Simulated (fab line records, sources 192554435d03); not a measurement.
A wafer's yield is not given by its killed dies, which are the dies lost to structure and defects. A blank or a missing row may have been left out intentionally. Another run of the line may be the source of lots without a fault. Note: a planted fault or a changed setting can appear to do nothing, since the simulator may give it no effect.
Matching of chambers ; flow n5-finfet ; N5_BEOL_M3_ETCH_64 on rie-diel-04: 4 sister chambers
The step etches SOC in N2/H2, target depth 75 nm, overetch 15 nm, time 112.5 s. 4 wafers are shown with their chamber, then 11 later ones without.

## EACH WAFER AND ITS CHAMBER
wafer;chamber;throttle-valve-pct (%)
L084.1;0;18.24
L086.4;3;17.81
L090.3;2;18.48
L088.1;1;17.78

## WAFERS WITH NO CHAMBER GIVEN
wafer;throttle-valve-pct (%)
L088.4;18.47
L088.5;17.79
L094.3;18.13
L094.4;18.14
L094.6;17.82
L095.2;18.13
L095.5;18.13
L095.6;17.86
L097.2;17.85
L097.3;18.13
L097.5;17.82

## CHAMBER TAKEN BY EACH
wafer;from the rows above;in truth
L088.4;2;2
L088.5;can't be placed: 1 or 3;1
L094.3;0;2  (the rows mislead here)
L094.4;0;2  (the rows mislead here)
L094.6;can't be placed: 3 or 1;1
L095.2;0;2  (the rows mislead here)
L095.5;0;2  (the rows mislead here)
L095.6;can't be placed: 3 or 1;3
L097.2;can't be placed: 3 or 1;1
L097.3;0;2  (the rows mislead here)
L097.5;can't be placed: 3 or 1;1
Correctly placed: 1 of 11. Cannot be placed on the basis of these rows: 5; the candidates contain the true chamber in 5. Wrongly placed: 5.
How it was worked out, from the rows above alone: a wafer's distance from a chamber is the root of the sum, over the readings, of the square of ((its reading less the chamber's mean) divided by the reading's scatter). The wafer belongs to the nearest chamber; if the next one is less than 2 further off, it can't be placed. Each chamber's mean is taken over the wafers shown for it. The scatter: root of mean squared gap, hidden wafer to nearest shown wafer, with one shown wafer a chamber.
